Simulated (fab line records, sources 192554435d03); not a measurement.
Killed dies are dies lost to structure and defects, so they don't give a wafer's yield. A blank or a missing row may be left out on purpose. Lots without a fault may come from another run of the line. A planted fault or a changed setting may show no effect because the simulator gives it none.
Which tool did it? | flow n5_finfet | 9 lots, 27 wafers sampled, at 5 steps of a route of 1938

WHAT THE GAUGES READ, wafer by wafer
N5_BEOL_M4_RC_MEAS_101. Usual: DIBL_N 35.0 mV/V, standard deviation 2.4; DIBL_P 35.4 mV/V, standard deviation 2.8; IOFF_N 0.14 nA/um, standard deviation 0.045; IOFF_P 0.20 nA/um, standard deviation 0.048; ION_N 667 uA/um, standard deviation 19; ION_P 460 uA/um, standard deviation 11; SS_N 71.2 mV/dec, standard deviation 0.71; SS_P 73.1 mV/dec, standard deviation 0.86; VT_N 252 mV, standard deviation 4.6; VT_P -251 mV, standard deviation 3.4.
lot  | measured     | on        | DIBL_N (mV/V)  | DIBL_P (mV/V)  | IOFF_N (nA/um) | IOFF_P (nA/um) | ION_N (uA/um) | ION_P (uA/um) | SS_N (mV/dec)  | SS_P (mV/dec)  | VT_N (mV)   | VT_P (mV)      | flag
L558 | day 8 04:15  | prober-01 | 33.3 31.0 35.2 | 34.5 32.4 38.2 | 0.13 0.10 0.17 | 0.18 0.16 0.25 | 651 664 688   | 451 467 481   | 70.5 70.0 70.3 | 73.0 72.4 73.1 | 249 253 246 | -251 -251 -246 |
L560 | day 8 07:59  | prober-01 | 33.2 37.2 36.4 | 32.2 35.9 34.9 | 0.12 0.19 0.16 | 0.18 0.24 0.21 | 673 680 650   | 469 459 453   | 70.8 72.0 72.1 | 72.8 73.8 73.5 | 252 247 252 | -250 -247 -248 |
L561 | day 8 14:15  | prober-02 | 37.4 37.7 38.5 | 38.2 37.8 39.6 | 0.21 0.21 0.21 | 0.25 0.24 0.27 | 689 677 676   | 473 462 464   | 72.0 71.7 71.7 | 73.7 74.5 74.2 | 246 246 247 | -248 -248 -248 |
L563 | day 9 04:11  | prober-02 | 34.8 33.5 35.7 | 34.9 33.0 36.4 | 0.17 0.13 0.19 | 0.21 0.18 0.23 | 677 674 686   | 460 463 464   | 71.0 71.2 71.5 | 72.8 72.3 73.9 | 250 253 247 | -250 -250 -249 |
L567 | day 9 20:46  | prober-02 | 33.0 36.3 32.5 | 34.0 37.1 33.9 | 0.11 0.16 0.10 | 0.16 0.20 0.16 | 653 671 642   | 447 453 447   | 71.5 72.5 70.7 | 72.6 73.0 72.7 | 256 251 259 | -253 -250 -255 |
L568 | day 10 11:07 | prober-02 | 34.3 30.9 33.7 | 34.2 31.0 33.4 | 0.13 0.09 0.12 | 0.17 0.13 0.16 | 663 653 652   | 458 452 451   | 71.1 69.9 70.4 | 72.9 71.7 72.2 | 251 259 254 | -251 -255 -253 |
L574 | day 11 16:36 | prober-02 | 34.4 29.6 33.6 | 35.0 28.2 33.9 | 0.13 0.07 0.12 | 0.22 0.13 0.20 | 682 629 671   | 480 446 471   | 71.5 69.8 70.3 | 72.7 70.5 72.4 | 251 260 253 | -248 -255 -247 |
L578 | day 12 18:19 | prober-01 | 31.2 35.9 32.0 | 31.0 34.0 33.4 | 0.07 0.13 0.08 | 0.13 0.16 0.18 | 635 634 628   | 448 435 445   | 70.2 71.8 71.0 | 72.3 72.8 72.4 | 263 257 260 | -256 -255 -252 |
L579 | day 12 19:49 | prober-02 | 33.8 37.8 33.6 | 35.2 39.5 34.3 | 0.10 0.16 0.10 | 0.16 0.23 0.16 | 665 661 664   | 462 454 458   | 71.1 72.3 72.0 | 72.1 73.1 72.7 | 259 252 258 | -256 -250 -255 |

WHICH TOOL RAN EACH LOT (tool, then ch and the chambers of the sampled wafers, then the start)
lot  | N5_MOL_CONTACT_COAG_ETCH_105      | N5_MOL_CONTACT_COAG_ETCH_106      | N5_MOL_CONTACT_COAG_ALD_20         | N5_MOL_CONTACT_COAG_SIL_ANNEAL_21
L558 | rie_diel-05 ch 0,1, day 4 14:46   | rie_diel-05 ch 0,1, day 4 14:48   | ald_metal-04 ch 2,3, day 4 16:10   | rtp_anneal-01 ch 0, day 4 16:44
L560 | rie_diel-05 ch 0,1, day 5 04:25   | rie_diel-05 ch 0,1, day 5 04:27   | ald_metal-03 ch 2,3, day 5 07:07   | rtp_anneal-01 ch 0, day 5 07:29
L561 | rie_diel-03 ch 0,2,3, day 5 14:25 | rie_diel-03 ch 0,2,3, day 5 14:26 | ald_metal-03 ch 1,2, day 5 15:34   | rtp_anneal-01 ch 0, day 5 16:02
L563 | rie_diel-04 ch 0,3, day 5 21:59   | rie_diel-04 ch 0,3, day 5 22:00   | ald_metal-03 ch 2,3, day 5 22:56   | rtp_anneal-02 ch 0, day 5 23:31
L567 | rie_diel-04 ch 1,2,3, day 6 21:55 | rie_diel-04 ch 1,2,3, day 6 21:58 | ald_metal-04 ch 0,1,3, day 6 23:05 | rtp_anneal-02 ch 0, day 6 23:22
L568 | rie_diel-03 ch 0,1, day 7 02:45   | rie_diel-03 ch 0,1, day 7 02:46   | ald_metal-03 ch 0,2,3, day 7 05:16 | rtp_anneal-01 ch 0, day 7 05:45
L574 | rie_diel-05 ch 0,2, day 8 15:55   | rie_diel-05 ch 0,2, day 8 15:56   | ald_metal-03 ch 1,3, day 8 16:50   | rtp_anneal-01 ch 0, day 8 17:13
L578 | rie_diel-03 ch 0,2, day 9 16:41   | rie_diel-03 ch 0,2, day 9 16:43   | ald_metal-02 ch 1,2, day 9 17:37   | rtp_anneal-02 ch 0, day 9 18:01
L579 | rie_diel-03 ch 0,2,3, day 9 20:50 | rie_diel-03 ch 0,2,3, day 9 20:52 | ald_metal-04 ch 0,1,3, day 9 22:08 | rtp_anneal-01 ch 0, day 9 22:32
- N5_MOL_CONTACT_COAG_ETCH_105: etches SiARC in CF4, target depth 15.6 nm, time 26 s.
- N5_MOL_CONTACT_COAG_ETCH_106: etches SOC in N2/H2, target depth 80 nm, overetch 16 nm, time 120 s.
- N5_MOL_CONTACT_COAG_ALD_20: deposits TiN, target thk 1.5 nm, pulse time 1 s, purge time 3 s.
- N5_MOL_CONTACT_COAG_SIL_ANNEAL_21: time 60 s.

WHAT THE TOOLS THEMSELVES READ (means of the sampled wafers that have a number; where no wafer has one, the mark that the record gives instead)
N5_MOL_CONTACT_COAG_ETCH_105. Usual: bias_w 36.00 W, standard deviation 0.11; drypump_motor_current_A 5.7 A, standard deviation 0.44; etch_rf_on_time_s 25.7 s, standard deviation 1.1; oes_product_au 0.68 a.u., standard deviation 0.086; rf_fwd_power_W 532.4 W, standard deviation 2.1; rf_vpp_V 183.8 V, standard deviation 1.3; showerhead_plenum_p_Torr 2.12 Torr, standard deviation 0.087; throttle_valve_pct 15.59 %, standard deviation 0.27.
lot  | tool        | bias_w (W) | drypump_motor_current_A (A) | etch_rf_on_time_s (s) | oes_product_au (a.u.) | rf_fwd_power_W (W) | rf_vpp_V (V) | showerhead_plenum_p_Torr (Torr) | throttle_valve_pct (%) | flag
L558 | rie_diel-05 | 36.06      | 6.2                         | 27.5                  | 0.56                  | 535.7              | 183.8        | 2.04                            | 15.83                  |
L560 | rie_diel-05 | 35.99      | 6.0                         | 27.4                  | 0.56                  | 533.4              | 183.1        | 2.07                            | 15.78                  |
L561 | rie_diel-03 | 36.06      | 5.3                         | 25.1                  | 0.72                  | 531.5              | 184.0        | 2.16                            | 15.51                  |
L563 | rie_diel-04 | 36.08      | 5.4                         | 25.4                  | 0.61                  | 532.3              | 184.3        | 2.12                            | 15.54                  |
L567 | rie_diel-04 | 35.96      | 5.4                         | 26.3                  | 0.61                  | 532.8              | 183.1        | 2.04                            | 15.80                  |
L568 | rie_diel-03 | 36.01      | 5.7                         | 24.2                  | 0.75                  | 532.0              | 184.7        | 2.21                            | 15.49                  |
L574 | rie_diel-05 | 35.94      | 6.0                         | 25.9                  | 0.75                  | 535.0              | 183.5        | 2.07                            | 15.33                  |
L578 | rie_diel-03 | 36.20      | 5.3                         | 24.8                  | 0.70                  | 530.2              | 184.0        | 2.13                            | 15.51                  |
L579 | rie_diel-03 | 35.97      | 5.4                         | 24.9                  | 0.68                  | 529.8              | 183.4        | 2.15                            | 15.58                  |

N5_MOL_CONTACT_COAG_ETCH_106. Usual: bias_w 149.9 W, standard deviation 0.47; drypump_motor_current_A 5.7 A, standard deviation 0.44; oes_product_au 0.70 a.u., standard deviation 0.08; rf_fwd_power_W 836.2 W, standard deviation 2.2; rf_vpp_V 523 V, standard deviation 3.2; showerhead_plenum_p_Torr 2.52 Torr, standard deviation 0.11; temp_c 40.00 C, standard deviation 0.11; throttle_valve_pct 17.79 %, standard deviation 0.2.
lot  | tool        | bias_w (W) | drypump_motor_current_A (A) | oes_product_au (a.u.) | rf_fwd_power_W (W) | rf_vpp_V (V) | showerhead_plenum_p_Torr (Torr) | temp_c (C) | throttle_valve_pct (%) | flag
L558 | rie_diel-05 | 150.2      | 6.3                         | 0.61                  | 835.5              | 521          | 2.42                            | 40.04      | 17.89                  |
L560 | rie_diel-05 | 150.2      | 6.0                         | 0.61                  | 836.2              | 522          | 2.45                            | 40.11      | 17.94                  |
L561 | rie_diel-03 | 149.9      | 5.3                         | 0.73                  | 836.9              | 523          | 2.56                            | 40.00      | 17.67                  |
L563 | rie_diel-04 | 150.0      | 5.4                         | 0.63                  | 837.7              | 524          | 2.54                            | 40.03      | 17.83                  |
L567 | rie_diel-04 | 149.6      | 5.4                         | 0.64                  | 837.5              | 520          | 2.41                            | 39.93      | 18.00                  |
L568 | rie_diel-03 | 150.2      | 5.7                         | 0.75                  | 838.2              | 526          | 2.61                            | 39.99      | 17.58                  |
L574 | rie_diel-05 | 150.3      | 6.0                         | 0.79                  | 837.6              | 522          | 2.47                            | 40.12      | 17.62                  |
L578 | rie_diel-03 | 149.9      | 5.3                         | 0.72                  | 833.8              | 524          | 2.53                            | 39.93      | 17.67                  |
L579 | rie_diel-03 | 149.9      | 5.4                         | 0.69                  | 837.6              | 524          | 2.55                            | 40.09      | 17.73                  |

N5_MOL_CONTACT_COAG_ALD_20. Usual: heater_power_w 888 W, standard deviation 90; precursor_pulse_height_rel 0.995, standard deviation 0.02.
lot  | tool         | heater_power_w (W) | precursor_pulse_height_rel | flag
L558 | ald_metal-04 | 856                | 0.972                      |
L560 | ald_metal-03 | 806                | 0.993                      |
L561 | ald_metal-03 | 821                | 1.004                      |
L563 | ald_metal-03 | 809                | 0.997                      |
L567 | ald_metal-04 | 928                | 0.991                      |
L568 | ald_metal-03 | 880                | 1.003                      |
L574 | ald_metal-03 | 821                | 0.980                      |
L578 | ald_metal-02 | 951                | 1.014                      |
L579 | ald_metal-04 | 923                | 0.971                      |

N5_MOL_CONTACT_COAG_SIL_ANNEAL_21. Usual: lamp_power_pct 7.7 %, standard deviation 1.4; lamp_zone_1_pct 7.7 %, standard deviation 1.3; wafer_temp_C_max 552.5, standard deviation 0.55.
lot  | tool          | lamp_power_pct (%) | lamp_zone_1_pct (%) | wafer_temp_C_max | flag
L558 | rtp_anneal-01 | 8.9                | 8.9                 | 552.4            |
L560 | rtp_anneal-01 | 8.9                | 8.9                 | 552.0            |
L561 | rtp_anneal-01 | 8.9                | 8.9                 | 552.2            |
L563 | rtp_anneal-02 | 6.2                | 6.2                 | 552.9            |
L567 | rtp_anneal-02 | 6.2                | 6.2                 | 552.9            |
L568 | rtp_anneal-01 | 8.9                | 8.9                 | 552.3            |
L574 | rtp_anneal-01 | 8.9                | 8.9                 | 552.3            |
L578 | rtp_anneal-02 | 6.2                | 6.2                 | 552.5            |
L579 | rtp_anneal-01 | 8.9                | 8.9                 | 552.2            |

THE ANSWER, worked out from the rows above alone
Rule: a lot is off if the mean of its wafers that have a number lies more than 3 standard deviations from the usual mean. A lot without any number at a reading at which 4 lots or more have one is off too. The other lots that the step has rows for count as sound. The gauges are gone through in route order, then the tools' own readings, and for those a lot's mean is taken as printed above. The first step at which some lot is off is used, and at that step the reading that is off furthest; a lot without a number counts as furthest.
No lot is off at any reading shown: from this, nothing can be told.

WHAT THE SIMULATOR HAD PUT IN
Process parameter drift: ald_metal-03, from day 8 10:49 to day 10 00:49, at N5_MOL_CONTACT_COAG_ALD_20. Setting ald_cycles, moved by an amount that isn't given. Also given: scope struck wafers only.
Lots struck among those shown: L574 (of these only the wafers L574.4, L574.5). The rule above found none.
